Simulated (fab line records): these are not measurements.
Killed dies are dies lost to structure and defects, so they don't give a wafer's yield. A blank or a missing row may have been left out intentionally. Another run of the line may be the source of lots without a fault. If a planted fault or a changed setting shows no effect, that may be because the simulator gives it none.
Struck lot and sound lot, side by side -- flow nand-harc -- 17 steps out of a route of 1302
Sound: wafers L762.3, L762.4, L762.5. Struck: wafer L768.1 (left out: L768.5, L768.6 of the same lot, which were not struck); the cause appears at the end.
For every step that has rows: the tool of each side, followed by ch and its chambers, followed by its first start. Under that, the readings that differ: sound wafers -- struck wafers -- difference of the means -- sigmas: that difference in standard deviations of wafers without a fault.
alike: same words and numbers on both sides, and readings whose means sit less than 2 such deviations apart. not compared: any withheld reading, any reading some wafer has no value for, any bound like >300 that may hide the same value, and any number with overlapping values for which the record gives no deviation.
Wherever a step has rows on one side only, a row that says differs or no value, or a row with sigmas, the two part there. Numbers that don't overlap but have no deviation are shown without sigmas and don't part them. A reading that every wafer of one side lacks parts them only if that side has two wafers or more.

NHARC_A_M0_OVL_MEAS_10: pitch 160 nm.
  sound on overlay-02 at day 22 19:10; struck on overlay-01 at day 25 09:53
  alike: overlay-x-nm, overlay-y-nm
NHARC_A_M0_INSPECT_11:
  sound on defect-inspect-02 at day 22 19:13; struck on defect-inspect-02 at day 25 09:56
  alike: raw-defect-count
then, 2 steps without rows for these wafers: NHARC_A_M0_DESCUM_14 (chemistry O2, time 3 s); NHARC_A_M0_ETCH_34 (etches the open film in N2/H2, target depth 40 nm, overetch 12 nm, time 43.94 s).
NHARC_A_M0_ETCH_15: etches the open film in C4F8/Ar, target depth 150 nm, overetch 15 nm, time 82.5 s.
  sound on rie-diel-05 ch 0,2,3; struck on rie-diel-04 ch 0
  alike: oes-product-au, rf-vpp-V
  not compared: rf-hours-counter-h
NHARC_A_M0_CD_MEAS_16:
  sound on cd-sem-01 at day 22 19:34; struck on cd-sem-02 at day 25 10:17
  alike: cd-nm
NHARC_A_M0_STRIP_18: strips in N2/H2.
  sound on rie-diel-06 ch 2,3, day 22 19:38; struck on rie-diel-06 ch 0, day 25 10:24
  alike: drypump-motor-current-A, oes-product-au, rf-vpp-V, showerhead-plenum-p-Torr, throttle-valve-pct
  not compared: rf-hours-counter-h
then, 2 steps without rows for these wafers: NHARC_A_M0_STRIP_19 (strips in post etch residue remover, time 600 s); NHARC_A_M0_DEGAS_28 (time 60 s).
NHARC_A_M0_PRE_CLEAN_29: time 30 s.
  sound on pvd-sputter-02; struck on pvd-sputter-03
  alike: heater-power-w
then, 1 step without rows for these wafers: NHARC_A_M0_PVD_20 (deposits TaN, target thk 5 nm, time 8.06 s).
NHARC_A_M0_PVD_21: deposits Cu, target thk 30 nm, time 20.49 s.
  sound on pvd-sputter-02; struck on pvd-sputter-03
  alike: throttle-valve-pct
NHARC_A_M0_ECD_22: material Cu, target thk 400 nm.
  sound on ecd-cu-01 ch 0,1, day 22 20:38; struck on ecd-cu-02 ch 0,1, day 25 11:22
NHARC_A_M0_ANNEAL_30: time 90 s.
  sound on rtp-anneal-01 ch 0, day 22 21:01; struck on rtp-anneal-02 ch 0, day 25 11:42
  alike: wafer_temp_C_max
NHARC_A_M0_CMP_23: polishes, t overpolish 20 s, target thk 113.75 nm.
  sound on cmp-02 ch 1,3, day 22 21:16; struck on cmp-02 ch 1, day 25 12:04
reading,sound,struck,difference,sigmas
time-to-endpoint-s (s),31.0 29.2 30.8,48.9,+18.6,+8
  alike: motor-current-A
NHARC_A_M0_THK_MEAS_24: measures by xrf.
  sound on film-metro-02 at day 22 21:35; struck on film-metro-01 at day 25 12:22
reading,sound,struck,difference,sigmas
thk-nm (nm),113.7 113.0 112.8,116.0,+2.8,+2
following that, these wafers have no rows for 1 step: NHARC_END_SORT_01.

WHERE THEY PART
Earliest at NHARC_A_M0_CMP_23; latest, in this record, at NHARC_A_M0_THK_MEAS_24.

WHY: the cause the simulator had injected
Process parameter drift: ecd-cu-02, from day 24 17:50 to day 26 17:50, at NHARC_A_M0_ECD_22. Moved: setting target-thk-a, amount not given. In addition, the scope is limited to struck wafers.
